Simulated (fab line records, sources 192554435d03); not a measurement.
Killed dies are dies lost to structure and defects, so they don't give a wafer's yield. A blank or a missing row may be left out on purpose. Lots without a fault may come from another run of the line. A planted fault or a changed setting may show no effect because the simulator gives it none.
fab line records | flow n5_finfet
record lots=9 wafers=27 last_day=17
route steps=1938 shown BEOL_M7@1278
lots that met no fault: from a run of the same line without faults
start_h: hours from the record's first day to the start of the lot's first wafer shown | wait_h: hours since the lot's step before | " the same as in the row above | L1.1+2: a row that stands for several wafers | - no value, or no start given | * or withheld: withheld | < > ~ a bound
route shown NAME@n: a module of which the file shows steps, and the number in the route of the first | usual: mean/standard deviation of fault-free wafers | same: alike in all rows | chamber/n: place in a boat | sites: the reading at each site | _std_site: their standard deviation | _edge_site: outer sites' mean less inner sites' | radius_mm: how far each site lies from the wafer's centre | mask NAME#n: copy n | behind: the tool/chamber that last shaped the wafer | hold: why the lot was held/for how many hours/how that ended | device: the transistor (n, p or np) that didn't switch | end of line: the same wafers' tests at the end of the route | a step without rows: its recipe alone | killed: dies lost to structure and defects at the first sort, not the wafer's yield | map: a wafer's dies, x killed, . not, _ none there
set.NAME: the setting as run; set.NAME@STEP: as run at that earlier step | model.NAME: the simulator's own value behind a step, which no gauge read
steps of the route over a sample of lots; a table a step, a row a wafer
services: from which hour (start_h, from the record's first day; less than 0 if before it) a tool's chamber was out of use, for how many hours, and why
## steps
# step N5_BEOL_M7_INSPECT_13
# recipe mode=adi inspect_instrument=brightfield
# usual raw_defect_count=372/96
# columns lot.wafer tool chamber start_h wait_h raw_defect_count
L600.1 defect_inspect-02 - 181.26 0.0 420
L600.4 " - " " 513
L600.6 " - " " 291
L601.1 defect_inspect-02 - 192.98 0.0 384
L601.2 " - " " 289
L601.4 " - " " 379
L602.1 defect_inspect-01 - 207.81 0.0 443
L602.3 " - " " 413
L602.5 " - " " 424
L605.1 defect_inspect-02 - 208.65 0.0 366
L605.2 " - " " 333
L605.4 " - " " 313
L606.2 defect_inspect-01 - 219.42 0.0 463
L606.4 " - " " 311
L606.5 " - " " 275
L607.1 defect_inspect-01 - 230.43 0.0 316
L607.5 " - " " 257
L607.6 " - " " 261
L617.1 defect_inspect-02 - 294.66 0.0 568
L617.4 " - " " 474
L617.5 " - " " 730
L621.1 defect_inspect-02 - 314.64 0.0 301
L621.2 " - " " 231
L621.3 " - " " 376
L620.2 defect_inspect-02 - 318.43 0.0 367
L620.3 " - " " 483
L620.6 " - " " 352
# step N5_BEOL_M7_STRIP_67
# recipe chemistry=CF4 resist=SiARC power_w=300 bias_power_w=75 pressure_mtorr=50 cf4_flow_sccm=150 rf_frequency_hz=6e+07
# usual cf4_flow_sccm=150.0/0.45 drypump_motor_current_A=5.85/0.25 oes_product_au=0.77/0.081 power_w=300.0/0.95 rf_vpp_V=271.1/1.9 showerhead_plenum_p_Torr=1.80/0.066 throttle_valve_pct=13.69/0.26
# columns lot.wafer tool chamber start_h wait_h cf4_flow_sccm drypump_motor_current_A oes_product_au power_w rf_hours_counter_h rf_vpp_V showerhead_plenum_p_Torr throttle_valve_pct
L600.1 rie_diel-03 1 181.54 0.0 150.8 5.60 0.76 299.1 173 270.1 1.74 13.77
L600.4 " 2 " " 149.8 5.71 0.76 301.6 - 272.8 1.86 13.71
L600.6 " 0 " " 149.9 6.27 0.72 299.3 - 271.2 1.78 13.83
L601.1 rie_diel-03 0 193.25 0.0 150.4 6.28 0.73 300.3 184 270.2 1.78 13.83
L601.2 " 1 " " 149.5 5.59 0.75 298.8 179 268.0 1.74 13.80
L601.4 " 0 " " 149.7 6.28 0.72 300.2 - 271.2 1.78 13.86
L602.1 rie_diel-03 0 208.09 0.0 150.1 6.26 0.73 300.0 188 271.7 1.78 13.85
L602.3 " 2 " " 150.7 5.75 0.75 300.5 163 273.5 1.86 13.75
L602.5 " 1 " " 149.8 5.62 0.74 300.8 - 269.9 1.73 13.81
L605.1 rie_diel-03 0 208.92 0.0 149.6 6.27 0.72 300.1 188 272.0 1.78 13.85
L605.2 " 3 " " 149.1 5.78 0.97 300.4 4 275.6 1.89 13.13
L605.4 " 1 " " 149.6 5.53 0.75 298.3 183 269.1 1.73 13.80
L606.2 rie_diel-03 3 219.69 0.0 149.5 5.79 0.96 300.9 7 272.4 1.89 13.17
L606.4 " 1 " " 149.5 5.56 0.75 302.6 186 267.9 1.73 13.83
L606.5 " 1 " " 150.1 5.59 0.74 301.4 - 269.4 1.73 13.81
L607.1 rie_diel-05 0 230.71 0.0 151.0 5.80 0.68 299.7 243 270.9 1.77 14.07
L607.5 " 3 " " 149.3 5.97 0.73 298.1 - 269.5 1.71 13.77
L607.6 " 0 " " 150.1 5.80 0.68 301.3 - 270.8 1.77 14.07
L617.1 rie_diel-03 0 294.93 0.0 150.1 6.25 0.70 300.0 217 270.3 1.77 13.93
L617.4 " 2 " " 150.1 5.70 0.72 301.4 190 270.9 1.85 13.83
L617.5 " 0 " " 149.7 6.27 0.70 300.8 - 271.1 1.77 13.92
L621.1 rie_diel-04 2 314.91 0.0 150.5 5.56 0.86 299.4 38 273.9 1.90 13.25
L621.2 " 0 " " 149.8 5.55 0.70 300.6 221 269.0 1.72 13.75
L621.3 " 3 " " 150.1 6.22 0.72 301.3 216 269.3 1.78 13.99
L620.2 rie_diel-03 3 318.70 0.0 150.5 5.75 0.89 300.6 39 273.6 1.88 13.21
L620.3 " 0 " " 150.1 6.30 0.70 300.0 224 270.0 1.77 13.94
L620.6 " 3 " " 150.4 5.75 0.88 300.8 - 273.9 1.88 13.24
# step N5_BEOL_M7_ETCH_72
# recipe chemistry=N2/H2 target=underlayer target_depth_a=65 mask_material=CAR-EUV time_s=5.2 ion_energy_ev=200 pressure_mtorr=30 source_w=840 bias_w=150 n2_flow_sccm=200 h2_flow_sccm=200 ends=cleared
# usual drypump_motor_current_A=5.85/0.25 etch_rf_on_time_s=5.20/0.084 h2_flow_sccm=199.9/0.62 n2_flow_sccm=200.0/0.58 oes_product_au=0.67/0.073 rf_fwd_power_W=819.4/2.7 rf_vpp_V=524/3.3 showerhead_plenum_p_Torr=2.54/0.1 throttle_valve_pct=17.92/0.27
# columns lot.wafer tool chamber start_h wait_h drypump_motor_current_A etch_rf_on_time_s h2_flow_sccm n2_flow_sccm oes_product_au rf_fwd_power_W rf_hours_counter_h rf_vpp_V showerhead_plenum_p_Torr throttle_valve_pct
L600.1 rie_diel-04 0 182.44 0.0 5.54 5.24 199.3 199.5 0.62 818.7 188 518 2.41 17.93
L600.4 " 3 " " 6.21 5.22 199.3 200.0 0.63 821.8 - 526 2.54 18.16
L600.6 " 1 " " 5.98 5.26 199.4 200.7 0.71 817.5 - 522 2.48 17.68
L601.1 rie_diel-05 3 194.07 0.0 6.02 5.26 200.5 199.5 0.64 816.4 155 521 2.43 17.92
L601.2 " 0 " " 5.83 5.17 199.1 199.5 0.59 820.8 231 523 2.51 18.28
L601.4 " 2 " " 5.81 5.09 199.6 199.8 0.74 820.8 59 528 2.70 18.02
L602.1 rie_diel-03 3 209.21 0.0 5.78 5.01 200.2 200.1 0.84 815.8 4 531 2.71 17.48
L602.3 " 0 " " 6.25 5.16 200.2 199.6 0.62 820.6 188 524 2.52 18.19
L602.5 " 0 " " 6.29 5.16 200.8 200.1 0.61 818.7 - 523 2.52 18.14
L605.1 rie_diel-04 1 210.22 0.0 6.03 5.26 199.1 200.2 0.70 813.3 88 524 2.48 17.67
L605.2 " 0 " " 5.51 5.17 200.2 200.1 0.62 818.7 196 519 2.41 17.95
L605.4 " 3 " " 6.22 5.24 200.1 200.9 0.63 816.5 184 523 2.54 18.19
L606.2 rie_diel-05 3 220.62 0.0 6.01 5.24 200.1 201.0 0.63 820.6 164 520 2.43 17.93
L606.4 " 0 " " 5.82 5.23 200.4 200.3 0.58 823.7 - 521 2.50 18.27
L606.5 " 2 " " 5.83 5.06 198.9 198.9 0.72 817.5 - 527 2.70 18.02
L607.1 rie_diel-04 2 231.39 0.0 5.60 5.37 199.7 201.0 0.76 820.4 11 529 2.70 17.47
L607.5 " 2 " " 5.63 5.37 200.2 200.5 0.76 825.4 - 529 2.70 17.45
L607.6 " 3 " " 6.21 5.29 199.8 199.9 0.62 818.9 - 523 2.54 18.18
L617.1 rie_diel-03 0 302.50 0.0 6.26 5.13 199.8 200.0 0.60 821.1 220 521 2.51 18.23
L617.4 " 1 " " 5.63 5.18 199.6 200.6 0.62 821.1 213 520 2.43 18.20
L617.5 " 1 " " 5.61 5.21 199.5 200.4 0.61 821.3 - 520 2.43 18.21
L621.1 rie_diel-03 0 317.23 0.0 6.30 5.21 200.0 200.7 0.60 820.3 224 525 2.51 18.23
L621.2 " 2 " " 5.73 5.27 199.1 200.3 0.61 822.0 196 529 2.61 17.98
L621.3 " 1 " " 5.60 5.28 199.6 200.0 0.60 815.3 217 520 2.42 18.24
L620.2 rie_diel-03 2 319.60 0.0 5.75 5.19 198.5 198.6 0.62 819.0 197 524 2.61 17.98
L620.3 " 0 " " 6.27 5.21 200.6 200.9 0.59 824.9 224 523 2.51 18.25
L620.6 " 3 " " 5.80 5.05 200.3 199.6 0.77 818.3 - 528 2.69 17.57
# step N5_BEOL_M7_VIA_ETCH_34
# recipe chemistry=C4F6/O2 target=SiCOH_lowk target_depth_a=1255 mask_material=SOC taper_deg=4 time_s=50.5 ion_energy_ev=250 pressure_mtorr=30 source_w=345 bias_w=185 Ar_flow_sccm=300 C4F6_flow_sccm=10 O2_flow_sccm=10
# usual O2_flow_sccm=10.003/0.026 drypump_motor_current_A=5.85/0.25 oes_f_703_au=0.79/0.085 oes_o_777_au=0.79/0.087 oes_product_au=0.79/0.086 rf_fwd_power_W=341.1/1.3 rf_vpp_V=663/12 showerhead_plenum_p_Torr=2.85/0.11 throttle_valve_pct=20.98/0.22
# columns lot.wafer tool chamber start_h wait_h O2_flow_sccm drypump_motor_current_A oes_f_703_au oes_o_777_au oes_product_au rf_fwd_power_W rf_hours_counter_h rf_vpp_V showerhead_plenum_p_Torr throttle_valve_pct
L600.1 rie_diel-04 0 182.58 0.0 10.034 5.54 0.73 0.73 0.72 340.5 188 659 2.73 21.01
L600.4 " 3 " " 9.993 6.24 0.73 0.74 0.75 342.5 - 663 2.84 21.21
L600.6 " 1 " " 10.015 6.01 0.82 0.83 0.85 339.4 - 655 2.78 20.65
L601.1 rie_diel-05 3 194.22 0.0 10.006 5.99 0.73 0.73 0.73 339.4 155 662 2.75 21.17
L601.2 " 0 " " 10.041 5.81 0.69 0.70 0.68 340.1 231 659 2.81 21.32
L601.4 " 2 " " 10.006 5.82 0.89 0.90 0.87 341.9 60 641 3.03 21.11
L602.1 rie_diel-03 3 209.36 0.0 10.026 5.80 0.98 0.98 0.98 340.6 4 683 3.04 20.64
L602.3 " 0 " " 9.980 6.26 0.72 0.73 0.72 340.1 188 682 2.82 21.14
L602.5 " 0 " " 10.002 6.27 0.72 0.72 0.72 340.1 - 683 2.82 21.16
L605.1 rie_diel-04 1 210.36 0.0 9.990 5.99 0.81 0.82 0.83 339.1 88 655 2.77 20.66
L605.2 " 0 " " 9.987 5.59 0.73 0.72 0.72 340.1 196 659 2.73 21.03
L605.4 " 3 " " 10.023 6.20 0.73 0.74 0.74 340.4 184 662 2.84 21.23
L606.2 rie_diel-05 3 220.76 0.0 9.972 5.99 0.72 0.72 0.74 340.9 164 659 2.75 21.20
L606.4 " 0 " " 9.982 5.83 0.69 0.69 0.69 341.4 - 660 2.81 21.32
L606.5 " 2 " " 10.007 5.83 0.88 0.89 0.85 342.1 - 641 3.02 21.14
L607.1 rie_diel-04 2 231.54 0.0 9.988 5.61 0.90 0.89 0.90 340.0 12 658 3.04 20.70
L607.5 " 2 " " 9.983 5.63 0.89 0.89 0.90 341.6 - 658 3.04 20.70
L607.6 " 3 " " 10.043 6.23 0.72 0.74 0.73 340.8 - 661 2.84 21.23
L617.1 rie_diel-03 0 302.65 0.0 10.049 6.26 0.70 0.70 0.70 341.4 220 680 2.81 21.21
L617.4 " 1 " " 9.980 5.60 0.73 0.73 0.72 343.3 213 655 2.72 21.11
L617.5 " 1 " " 10.001 5.57 0.73 0.74 0.71 342.9 - 655 2.72 21.09
L621.1 rie_diel-03 0 317.37 0.0 10.000 6.29 0.50 0.52 0.65 257.9 224 784 2.81 21.18
L621.2 " 2 " " 9.994 5.71 0.52 0.55 0.68 260.1 196 786 2.92 20.96
L621.3 " 1 " " 9.962 5.55 0.53 0.55 0.67 258.7 217 754 2.72 21.08
L620.2 rie_diel-03 2 319.75 0.0 10.009 5.70 0.52 0.55 0.68 258.8 197 786 2.92 20.98
L620.3 " 0 " " 10.000 6.25 0.49 0.52 0.65 258.9 225 785 2.81 21.19
L620.6 " 3 " " 9.972 5.78 0.64 0.67 0.83 257.3 - 787 3.03 20.70
## services
# columns tool chamber start_h hours kind
rie_diel-03 - 158.81 0.4 repair
rie_diel-04 2 166.33 - clean
rie_diel-04 2 166.33 - consumable_replace:esc
rie_diel-04 2 166.33 - consumable_replace:focus_ring
rie_diel-04 2 166.33 - consumable_replace:showerhead
rie_diel-04 2 166.33 17.8 scheduled_down
rie_diel-04 2 166.33 17.8 vent_cycle
rie_diel-03 3 173.66 - clean
rie_diel-03 3 173.66 - consumable_replace:focus_ring
rie_diel-03 3 173.66 - consumable_replace:showerhead
rie_diel-03 3 173.66 21.4 scheduled_down
rie_diel-03 3 173.66 21.4 vent_cycle
rie_diel-05 1 210.42 - clean
rie_diel-05 1 210.42 - consumable_replace:focus_ring
rie_diel-05 1 210.42 23.2 scheduled_down
rie_diel-04 - 234.11 1.7 repair
rie_diel-04 0 248.92 19.3 repair
rie_diel-05 - 261.73 0.6 repair
rie_diel-05 - 266.08 0.8 repair
rie_diel-04 1 276.61 5.4 repair
rie_diel-04 - 281.45 0.4 repair
rie_diel-04 1 283.72 16.7 repair
rie_diel-05 1 290.76 9.6 repair
rie_diel-03 1 318.53 5.0 repair
## key
first_sign step=N5_BEOL_M7_VIA_ETCH_34 reading=rf_fwd_power_W direction=down sigmas=65 usual=* struck=*
effect step=N5_BEOL_M7_VIA_ETCH_34 reading=rf_vpp_V direction=up sigmas=9.7 usual=663 struck=780
met_at N5_BEOL_M7_VIA_ETCH_34
struck_lots L620,L621
not_acting_at N5_BEOL_M7_INSPECT_13,N5_BEOL_M7_STRIP_67,N5_BEOL_M7_ETCH_72
onset_between 302.65 317.37
fault kind=process_parameter_drift tool=rie_diel-03 chamber=- onset_h=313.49 steps=N5_BEOL_M7_VIA_ETCH_34 channel=source_w offset=-82.8 shape=step end_h=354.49 acts_in=these_recipes_only stated=345
